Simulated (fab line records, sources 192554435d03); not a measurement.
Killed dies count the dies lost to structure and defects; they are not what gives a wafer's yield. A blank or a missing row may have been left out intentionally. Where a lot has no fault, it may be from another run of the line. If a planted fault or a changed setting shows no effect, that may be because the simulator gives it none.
fab line records	flow n5Finfet	part 1 of 2: steps 1 to 20 of 26
[record] lots = 5	wafers = 15	lastDay = 17
route steps=1938 shown BEOL_M11@1555
lots untouched by any fault: they come from a run of this same line in which no faults occurred
startH: the number of hours between the record's first day and the start of the first shown wafer of the lot	waitH: hours since the lot's step before	" the same as in the row above	L1.1+2: a row that stands for several wafers	- value missing, or start not given	* or withheld: withheld	< > ~ a bound
route shown NAME@n: names a module that has steps shown in the file, with the first one's number in the route	usual: average and standard deviation across the fault-free wafers	same: alike in all rows	chamber/n: place in a boat	sites: per-site readings	_std_site: their standard deviation	_edge_site: outer sites' mean less inner sites'	radiusMm: how far each site lies from the wafer's centre	mask NAME#n: copy n	behind: the last tool/chamber to shape the wafer	hold: cause of the lot's hold/its duration in hours/its outcome	device: whichever transistor did not switch (one of n, p or np)	end of line: tests of these same wafers at the route's end	a step given without rows: its recipe and nothing more	killed: the dies lost at the first sort to structure and to defects; this is not the yield of the wafer	map: a wafer's dies, x killed, . not, _ none there
set.NAME: the run value of the setting; set.NAME@STEP: its run value at that earlier step	model.NAME: the simulator's own value behind a step, which no gauge read
lots seen at some steps along the route; tables by step, rows by wafer
services: a tool's chamber out of use, with start hour (startH, from the record's first day; less than 0 if before it), hours out, and reason
[[steps]]
[step N5_BEOL_M11_STRIP_68]
[recipe] chemistry = N2/H2	tempC = 40	n2FlowSccm = 200	h2FlowSccm = 200	rfFrequencyHz = 6e+07
lot.wafer	tool	chamber	startH	waitH
L084.1+2+3	rieDiel-02	1,3,2	286.48	0.1
L085.1+3+6	rieDiel-02	3,1,3	287.40	0.1
L087.4+5+6	rieDiel-01	0,0,3	290.80	0.1
L092.4+5+6	rieDiel-02	0,1,2	345.10	0.0
L097.1+4+5	rieDiel-01	3,0,0	353.15	0.1
[step N5_BEOL_M11_STRIP_67]
[recipe] chemistry = CF4	resist = SiARC	powerW = 300	biasPowerW = 75	pressureMtorr = 50	cf4FlowSccm = 150	rfFrequencyHz = 6e+07
[usual] biasPowerW = 74.98/0.22	drypumpMotorCurrentA = 5.8/0.48	oesProductAu = 0.81/0.077	powerW = 300.0/0.99	rfVppV = 270.6/1.4	showerheadPlenumPTorr = 1.77/0.053	throttleValvePct = 13.45/0.18
lot.wafer	tool	chamber	startH	waitH	biasPowerW	drypumpMotorCurrentA	oesProductAu	powerW	rfHoursCounterH	rfVppV	showerheadPlenumPTorr	throttleValvePct
L084.1	rieDiel-02	1	286.49	0.0	74.97	6.0	0.90	300.4	34	270.7	1.75	13.37
L084.2	"	3	"	"	75.11	5.6	0.68	301.2	236	272.6	1.83	13.74
L084.3	"	2	"	"	74.87	6.0	0.88	302.0	45	268.4	1.76	13.50
L085.1	rieDiel-02	3	287.41	0.0	74.94	5.6	0.67	299.9	237	272.0	1.83	13.75
L085.3	"	1	"	"	75.04	6.0	0.89	301.3	35	269.3	1.75	13.36
L085.6	"	3	"	"	74.81	5.5	0.68	299.9	-	272.6	1.83	13.74
L087.4	rieDiel-01	0	290.81	0.0	74.99	5.7	0.72	299.1	186	272.2	1.85	13.81
L087.5	"	0	"	"	75.36	5.8	0.72	299.0	-	270.2	1.85	13.82
L087.6	"	3	"	"	74.68	4.7	0.78	300.1	-	269.4	1.73	13.45
L092.4	rieDiel-02	0	345.12	0.0	74.68	5.9	0.95	301.7	-	270.9	1.76	13.21
L092.5	"	1	"	"	74.81	6.1	0.86	300.6	-	269.4	1.74	13.40
L092.6	"	2	"	"	74.95	6.0	0.85	300.5	-	268.3	1.76	13.56
L097.1	rieDiel-01	3	353.16	0.0	75.09	4.7	0.76	299.5	147	268.8	1.73	13.51
L097.4	"	0	"	"	74.97	5.8	0.71	298.7	205	271.0	1.85	13.86
L097.5	"	0	"	"	74.88	5.7	0.71	298.9	-	270.8	1.85	13.87
[step N5_BEOL_M11_HM_OPEN_17]
[recipe] chemistry = Cl2/BCl3	targetDepthA = 200	overetchA = 60	target = TiN	maskMaterial = SOC	ionEnergyEv = 150	pressureMtorr = 10	icpW = 1000	biasW = 126	Cl2_flow_sccm = 53.25	bcl3FlowSccm = 21.75	Ar_flow_sccm = 25
[usual] bcl3FlowSccm = 21.76/0.062	drypumpMotorCurrentA = 5.8/0.48	oesProductAu = 0.66/0.09	throttleValvePct = 22.06/0.15
lot.wafer	tool	chamber	startH	waitH	bcl3FlowSccm	drypumpMotorCurrentA	oesProductAu	rfHoursCounterH	throttleValvePct
L084.1	rieMetal-03	1	286.53	0.0	21.77	5.2	0.58	89	22.04
L084.2	"	0	"	"	21.78	5.8	0.60	74	22.27
L084.3	"	1	"	"	21.73	5.1	0.58	-	22.05
L085.1	rieMetal-02	1	287.45	0.0	21.74	5.3	0.67	48	22.00
L085.3	"	0	"	"	21.69	6.3	0.79	-	21.88
L085.6	"	0	"	"	21.74	6.3	0.78	-	21.86
L087.4	rieMetal-03	1	290.88	0.1	21.73	5.1	0.57	-	22.07
L087.5	"	0	"	"	21.74	5.8	0.60	-	22.28
L087.6	"	1	"	"	21.78	5.1	0.57	-	22.07
L092.4	rieMetal-03	0	345.18	0.1	21.78	5.8	0.60	-	22.28
L092.5	"	0	"	"	21.77	5.8	0.60	-	22.29
L092.6	"	1	"	"	21.54	5.2	0.57	-	22.07
L097.1	rieMetal-02	0	353.21	0.0	21.74	6.3	0.75	15	21.92
L097.4	"	0	"	"	21.88	6.3	0.74	-	21.90
L097.5	"	0	"	"	21.86	6.3	0.75	-	21.89
[step N5_BEOL_M11_STRIP_19]
[recipe] chemistry = O2	powerW = 400	tempC = 40	pressureMtorr = 30	rfFrequencyHz = 6e+07	biasPowerW = 0	overashFraction = 0.2	o2FlowSccm = 225
[usual] drypumpMotorCurrentA = 5.7/0.51	oesProductAu = 0.80/0.084	rfVppV = 3.6/0.61	showerheadPlenumPTorr = 2.07/0.062	throttleValvePct = 16.58/0.16
[same] biasPowerW = 0
lot.wafer	tool	chamber	startH	waitH	drypumpMotorCurrentA	oesProductAu	rfHoursCounterH	rfVppV	showerheadPlenumPTorr	throttleValvePct
L084.1	rieDiel-02	2	286.65	0.1	6.0	0.88	45	4.0	2.05	16.65
L084.2	"	1	"	"	6.0	0.91	34	3.8	2.04	16.52
L084.3	"	3	"	"	5.6	0.68	237	4.0	2.15	16.81
L085.1	rieDiel-01	0	287.71	0.2	5.8	0.73	184	3.1	2.17	16.89
L085.3	"	1	"	"	5.8	0.72	185	2.7	2.00	16.48
L085.6	"	1	"	"	5.8	0.73	-	3.8	2.00	16.46
L087.4	rieDiel-06	0	291.16	0.2	5.8	0.89	46	3.5	2.06	16.47
L087.5	"	3	"	"	5.9	0.80	-	3.2	2.04	16.46
L087.6	"	0	"	"	5.8	0.89	-	2.7	2.06	16.46
L092.4	rieDiel-02	1	345.28	0.1	6.1	0.88	-	3.7	2.04	16.54
L092.5	"	2	"	"	6.0	0.87	-	4.2	2.05	16.71
L092.6	"	0	"	"	5.9	0.95	-	2.8	2.06	16.38
L097.1	rieDiel-06	2	353.41	0.2	5.6	0.91	8	3.0	2.06	16.10
L097.4	"	0	"	"	5.8	0.86	67	3.8	2.05	16.51
L097.5	"	1	"	"	6.6	0.82	-	3.2	2.20	16.69
[step N5_BEOL_M11_CD_MEAS_18]
[recipe] pitchNm = 140	targetCdNm = 70
[usual] cdNm = 69.9/0.47
lot.wafer	tool	chamber	startH	waitH	cdNm
L084.1	cdSem-02	-	286.72	0.0	69.9
L084.2	"	-	"	"	70.2
L084.3	"	-	"	"	69.3
L085.1	cdSem-01	-	287.78	0.0	70.6
L085.3	"	-	"	"	70.8
L085.6	"	-	"	"	70.8
L087.4	cdSem-02	-	291.23	0.1	70.1
L087.5	"	-	"	"	70.1
L087.6	"	-	"	"	69.9
L092.4	cdSem-03	-	345.34	0.0	69.6
L092.5	"	-	"	"	70.2
L092.6	"	-	"	"	69.7
L097.1	cdSem-03	-	353.48	0.0	69.6
L097.4	"	-	"	"	69.1
L097.5	"	-	"	"	69.0
[step N5_BEOL_M11_COAT_63]
[recipe] resist = SOC	tempC = 250	timeS = 60	spinRpm = 1500	resistThkNm = 100
[usual] heaterPowerTotalW = 500.5/1.8
lot.wafer	tool	chamber	startH	waitH	heaterPowerTotalW
L084.1	lithoTrack-05	0	286.83	0.1	501.6
L084.2	"	0	"	"	502.2
L084.3	"	0	"	"	500.3
L085.1	lithoTrack-02	0	288.77	1.0	497.6
L085.3	"	0	"	"	499.2
L085.6	"	0	"	"	500.1
L087.4	lithoTrack-03	0	291.96	0.7	502.5
L087.5	"	0	"	"	500.8
L087.6	"	0	"	"	498.0
L092.4	lithoTrack-03	0	345.96	0.6	500.2
L092.5	"	0	"	"	502.3
L092.6	"	0	"	"	499.3
L097.1	lithoTrack-02	0	354.89	1.4	503.3
L097.4	"	0	"	"	498.6
L097.5	"	0	"	"	500.0
[step N5_BEOL_M11_COAT_64]
[recipe] resist = SiARC	tempC = 220	timeS = 60	spinRpm = 1500	resistThkNm = 30
[usual] heaterPowerTotalW = 427.6/2.1
lot.wafer	tool	chamber	startH	waitH	heaterPowerTotalW
L084.1	lithoTrack-05	0	-	-	428.5
L084.2	"	0	"	"	427.5
L084.3	"	0	"	"	429.3
L085.1	lithoTrack-02	0	-	-	430.1
L085.3	"	0	"	"	429.3
L085.6	"	0	"	"	428.4
L087.4	lithoTrack-03	0	-	-	426.1
L087.5	"	0	"	"	429.3
L087.6	"	0	"	"	427.0
L092.4	lithoTrack-03	0	-	-	424.2
L092.5	"	0	"	"	429.4
L092.6	"	0	"	"	431.0
L097.1	lithoTrack-02	0	-	-	427.5
L097.4	"	0	"	"	428.8
L097.5	"	0	"	"	428.3
[step N5_BEOL_M11_COAT_22]
[recipe] resist = CAR-ArF	spinRpm = 1500	resistThkNm = 90
lot.wafer	tool	chamber	startH	waitH
L084.1+2+3	lithoTrack-05	0	-	-
L085.1+3+6	lithoTrack-02	0	-	-
L087.4+5+6	lithoTrack-03	0	-	-
L092.4+5+6	lithoTrack-03	0	-	-
L097.1+4+5	lithoTrack-02	0	-	-
[step N5_BEOL_M11_EBR_24]
[recipe] solvent = PGMEA	ebrWidthMm = 1.5
[same] ebrWidthMm = 1.5
lot.wafer	tool	chamber	startH	waitH
L084.1+2+3	lithoTrack-05	0	-	-
L085.1+3+6	lithoTrack-02	0	-	-
L087.4+5+6	lithoTrack-03	0	-	-
L092.4+5+6	lithoTrack-03	0	-	-
L097.1+4+5	lithoTrack-02	0	-	-
[step N5_BEOL_M11_SOFTBAKE_23]
[recipe] tempC = 110	timeS = 60	resist = CAR-ArF
[usual] heaterPowerTotalW = 175.6/1.6
lot.wafer	tool	chamber	startH	waitH	heaterPowerTotalW
L084.1	lithoTrack-05	0	-	-	174.1
L084.2	"	0	"	"	177.6
L084.3	"	0	"	"	177.3
L085.1	lithoTrack-02	0	-	-	177.6
L085.3	"	0	"	"	177.3
L085.6	"	0	"	"	177.3
L087.4	lithoTrack-03	0	-	-	173.7
L087.5	"	0	"	"	176.4
L087.6	"	0	"	"	175.9
L092.4	lithoTrack-03	0	-	-	177.3
L092.5	"	0	"	"	177.3
L092.6	"	0	"	"	175.2
L097.1	lithoTrack-02	0	-	-	173.9
L097.4	"	0	"	"	177.5
L097.5	"	0	"	"	173.3
[step N5_BEOL_M11_EXPOSE_25]
[recipe] maskId = V10	na = 1.35	sourceShape = annular	sigmaInner = 0.5	sigmaOuter = 0.8	polarization = unpolarized	doseMj = 85.5
[usual] focusOffsetNm = 0.1/0.49
[same] sigmaOuter = 0.8
lot.wafer	tool	chamber	startH	waitH	mask	focusOffsetNm
L084.1	arfiScanner-02	0	287.07	-	V10#0	0.3
L084.2	"	0	"	"	V10#0	0.5
L084.3	"	0	"	"	V10#0	0.6
L085.1	arfiScanner-03	0	289.01	-	V10#0	-0.1
L085.3	"	0	"	"	V10#0	-0.1
L085.6	"	0	"	"	V10#0	0.1
L087.4	arfiScanner-01	0	292.27	-	V10#0	1.0
L087.5	"	0	"	"	V10#0	-0.2
L087.6	"	0	"	"	V10#0	0.5
L092.4	arfiScanner-01	0	346.26	-	V10#0	0.3
L092.5	"	0	"	"	V10#0	0.6
L092.6	"	0	"	"	V10#0	0.4
L097.1	arfiScanner-03	0	355.17	-	V10#0	0.4
L097.4	"	0	"	"	V10#0	0.2
L097.5	"	0	"	"	V10#0	0.6
[step N5_BEOL_M11_PEB_26]
[recipe] pebTempC = withheld	pebTimeS = 60	resist = CAR-ArF
lot.wafer	tool	chamber	startH	waitH
L084.1+2+3	lithoTrack-03	0	287.13	0.1
L085.1+3+6	lithoTrack-02	0	289.07	0.1
L087.4+5+6	lithoTrack-05	0	292.31	0.0
L092.4+5+6	lithoTrack-03	0	346.31	0.0
L097.1+4+5	lithoTrack-02	0	355.23	0.1
[step N5_BEOL_M11_DEVELOP_27]
[recipe] developTimeS = 30	developer = TMAH	resist = CAR-ArF	rinseLiquid = diw	dry = airSpin	devTempC = 23
[usual] developerTempC = 23.02/0.1
lot.wafer	tool	chamber	startH	waitH	developerTempC
L084.1	lithoTrack-03	0	-	-	22.79
L084.2	"	0	"	"	22.86
L084.3	"	0	"	"	22.84
L085.1	lithoTrack-02	0	-	-	22.96
L085.3	"	0	"	"	22.85
L085.6	"	0	"	"	23.06
L087.4	lithoTrack-05	0	-	-	23.02
L087.5	"	0	"	"	22.97
L087.6	"	0	"	"	22.84
L092.4	lithoTrack-03	0	-	-	22.88
L092.5	"	0	"	"	22.93
L092.6	"	0	"	"	22.98
L097.1	lithoTrack-02	0	-	-	22.96
L097.4	"	0	"	"	23.06
L097.5	"	0	"	"	22.90
[step N5_BEOL_M11_CD_MEAS_28]
[recipe] targetCdNm = 70	landingEnergyEv = 500	detector = seInlens	polarity = opening
[usual] cdNm = 70.0/0.96
lot.wafer	tool	chamber	startH	waitH	cdNm
L084.1	cdSem-01	0	287.20	-	69.4
L084.2	"	0	"	"	69.0
L084.3	"	0	"	"	70.1
L085.1	cdSem-02	0	289.14	-	69.9
L085.3	"	0	"	"	69.3
L085.6	"	0	"	"	70.1
L087.4	cdSem-02	0	292.38	-	69.7
L087.5	"	0	"	"	69.2
L087.6	"	0	"	"	71.0
L092.4	cdSem-03	0	346.37	-	69.1
L092.5	"	0	"	"	67.9
L092.6	"	0	"	"	67.7
L097.1	cdSem-03	0	355.30	-	70.5
L097.4	"	0	"	"	70.3
L097.5	"	0	"	"	71.4
[step N5_BEOL_M11_OVL_MEAS_29]
[recipe] pointsPerWafer = 44
[usual] V10_OVL = -0.1/0.63
lot.wafer	tool	chamber	startH	waitH	V10_OVL[nm]
L084.1	overlay-02	0	287.23	0.0	0.9
L084.2	"	0	"	"	-0.5
L084.3	"	0	"	"	0.7
L085.1	overlay-01	0	289.17	0.0	0.3
L085.3	"	0	"	"	-1.1
L085.6	"	0	"	"	-0.2
L087.4	overlay-01	0	292.41	0.0	-0.7
L087.5	"	0	"	"	0.1
L087.6	"	0	"	"	0.2
L092.4	overlay-01	0	346.40	0.0	-0.3
L092.5	"	0	"	"	-0.2
L092.6	"	0	"	"	-0.4
L097.1	overlay-02	0	355.33	0.0	-0.8
L097.4	"	0	"	"	-0.1
L097.5	"	0	"	"	-1.0
[step N5_BEOL_M11_INSPECT_30]
[recipe] mode = adi	inspectInstrument = brightfield
[usual] rawDefectCount = 471/110
lot.wafer	tool	chamber	startH	waitH	rawDefectCount
L084.1	defectInspect-02	-	287.25	0.0	418
L084.2	"	-	"	"	464
L084.3	"	-	"	"	379
L085.1	defectInspect-02	-	289.19	0.0	388
L085.3	"	-	"	"	462
L085.6	"	-	"	"	563
L087.4	defectInspect-02	-	292.44	0.0	359
L087.5	"	-	"	"	441
L087.6	"	-	"	"	411
L092.4	defectInspect-01	-	346.42	0.0	622
L092.5	"	-	"	"	499
L092.6	"	-	"	"	672
L097.1	defectInspect-02	-	355.36	0.0	477
L097.4	"	-	"	"	413
L097.5	"	-	"	"	378
[step N5_BEOL_M11_DESCUM_33]
[recipe] chemistry = O2	timeS = 7.9	sourcePowerW = 50	biasPowerW = 20	pressureMtorr = 20	rfFrequencyHz = 2.712e+07	tempC = 40	resist = CAR-ArF	o2FlowSccm = 225
[usual] biasPowerW = 19.99/0.061	drypumpMotorCurrentA = 5.7/0.5	oesProductAu = 0.81/0.091	rfVppV = 242.7/1.3	showerheadPlenumPTorr = 2.07/0.062	throttleValvePct = 20.33/0.15
lot.wafer	tool	chamber	startH	waitH	biasPowerW	drypumpMotorCurrentA	oesProductAu	rfHoursCounterH	rfVppV	showerheadPlenumPTorr	throttleValvePct
L084.1	rieDiel-02	2	287.47	0.2	20.01	6.0	0.89	46	241.6	2.05	20.48
L084.2	"	1	"	"	19.99	6.1	0.90	35	241.7	2.04	20.27
L084.3	"	3	"	"	19.96	5.6	0.67	237	244.9	2.15	20.50
L085.1	rieDiel-02	1	289.68	0.5	19.95	6.1	0.90	36	243.5	2.04	20.29
L085.3	"	3	"	"	19.98	5.6	0.67	238	244.0	2.15	20.50
L085.6	"	2	"	"	20.09	6.0	0.88	-	242.8	2.05	20.45
L087.4	rieDiel-01	0	292.61	0.2	19.99	5.7	0.71	186	244.4	2.17	20.61
L087.5	"	1	"	"	19.96	5.8	0.72	-	240.5	1.99	20.17
L087.6	"	0	"	"	20.12	5.7	0.72	-	245.8	2.17	20.62
L092.4	rieDiel-06	0	346.46	0.0	20.01	5.8	0.85	65	243.5	2.05	20.26
L092.5	"	2	"	"	19.90	5.6	0.93	-	242.9	2.06	19.87
L092.6	"	1	"	"	20.00	6.6	0.82	-	244.8	2.19	20.45
L097.1	rieDiel-01	0	355.54	0.2	19.95	5.7	0.70	206	242.8	2.16	20.65
L097.4	"	2	"	"	20.07	5.0	0.76	124	242.7	2.03	20.32
L097.5	"	2	"	"	19.96	4.9	0.76	-	243.2	2.03	20.33
[step N5_BEOL_M11_ETCH_65]
[recipe] chemistry = CF4	target = SiARC	targetDepthA = 390	maskMaterial = CAR-ArF	timeS = 65	ionEnergyEv = 80	pressureMtorr = 40	sourceW = 545	biasW = 36	Ar_flow_sccm = 100	cf4FlowSccm = 100	ends = cleared
[usual] drypumpMotorCurrentA = 5.7/0.49	etchRfOnTimeS = 65.0/1.1	oesProductAu = 0.69/0.078	rfVppV = 183.8/1.2	showerheadPlenumPTorr = 2.12/0.062	throttleValvePct = 15.49/0.17
lot.wafer	tool	chamber	startH	waitH	drypumpMotorCurrentA	etchRfOnTimeS	oesProductAu	rfHoursCounterH	rfVppV	showerheadPlenumPTorr	throttleValvePct
L084.1	rieDiel-02	2	287.50	0.0	6.0	64.0	0.76	46	182.7	2.09	15.53
L084.2	"	1	"	"	6.0	63.6	0.77	35	183.3	2.09	15.47
L084.3	"	3	"	"	5.5	66.0	0.57	237	184.9	2.19	15.71
L085.1	rieDiel-02	1	289.71	0.0	6.0	64.1	0.76	36	183.4	2.09	15.47
L085.3	"	3	"	"	5.6	66.2	0.57	238	184.7	2.19	15.73
L085.6	"	2	"	"	6.0	64.2	0.75	-	183.7	2.09	15.55
L087.4	rieDiel-01	0	292.64	0.0	5.7	66.2	0.60	186	185.7	2.22	15.84
L087.5	"	1	"	"	5.8	66.0	0.62	-	183.7	2.04	15.41
L087.6	"	0	"	"	5.7	66.6	0.60	-	185.1	2.22	15.84
L092.4	rieDiel-06	0	346.49	0.0	5.8	64.5	0.73	65	183.8	2.08	15.36
L092.5	"	2	"	"	5.6	64.3	0.80	-	183.7	2.10	15.02
L092.6	"	1	"	"	6.6	66.1	0.70	-	185.4	2.24	15.62
L097.1	rieDiel-01	0	355.57	0.0	5.7	66.2	0.60	206	185.7	2.21	15.88
L097.4	"	2	"	"	5.0	64.8	0.64	124	182.9	2.07	15.45
L097.5	"	2	"	"	4.9	64.3	0.65	-	184.1	2.07	15.43
[step N5_BEOL_M11_ETCH_66]
[recipe] chemistry = N2/H2	target = SOC	targetDepthA = 1200	overetchA = 240	maskMaterial = SiARC	tempC = 40	timeS = 180	ionEnergyEv = 200	pressureMtorr = 30	sourceW = 840	biasW = 150	n2FlowSccm = 200	h2FlowSccm = 200
[usual] drypumpMotorCurrentA = 5.7/0.5	oesProductAu = 0.65/0.069	rfVppV = 523.1/2.3	showerheadPlenumPTorr = 2.51/0.079	throttleValvePct = 17.71/0.2
lot.wafer	tool	chamber	startH	waitH	drypumpMotorCurrentA	oesProductAu	rfHoursCounterH	rfVppV	showerheadPlenumPTorr	throttleValvePct
L084.1	rieDiel-02	2	287.55	0.0	6.0	0.71	46	521.9	2.48	17.73
L084.2	"	1	"	"	6.0	0.72	35	521.7	2.48	17.60
L084.3	"	3	"	"	5.6	0.54	237	525.7	2.62	18.02
L085.1	rieDiel-02	1	289.76	0.0	6.0	0.73	36	521.7	2.48	17.61
L085.3	"	3	"	"	5.6	0.55	238	526.7	2.62	18.01
L085.6	"	2	"	"	6.0	0.71	-	522.6	2.47	17.72
L087.4	rieDiel-01	0	292.69	0.0	5.7	0.59	186	525.3	2.63	18.13
L087.5	"	1	"	"	5.8	0.59	-	521.1	2.43	17.61
L087.6	"	0	"	"	5.7	0.58	-	526.0	2.64	18.15
L092.4	rieDiel-06	0	346.54	0.0	5.8	0.70	65	521.5	2.47	17.50
L092.5	"	2	"	"	5.7	0.75	-	522.4	2.50	17.28
L092.6	"	1	"	"	6.6	0.66	-	527.9	2.67	17.86
L097.1	rieDiel-01	0	355.62	0.0	5.8	0.57	206	525.8	2.63	18.19
L097.4	"	2	"	"	4.9	0.62	124	520.8	2.46	17.71
L097.5	"	2	"	"	4.9	0.61	-	520.4	2.46	17.72
[step N5_BEOL_M11_STRIP_69]
[recipe] chemistry = N2/H2	tempC = 40	n2FlowSccm = 200	h2FlowSccm = 200	rfFrequencyHz = 6e+07
lot.wafer	tool	chamber	startH	waitH
L084.1+2+3	rieDiel-02	2,1,3	287.67	0.1
L085.1+3+6	rieDiel-02	1,3,2	289.88	0.1
L087.4+5+6	rieDiel-01	0,1,0	292.81	0.1
L092.4+5+6	rieDiel-06	0,2,1	346.66	0.1
L097.1+4+5	rieDiel-01	0,2,2	355.73	0.1
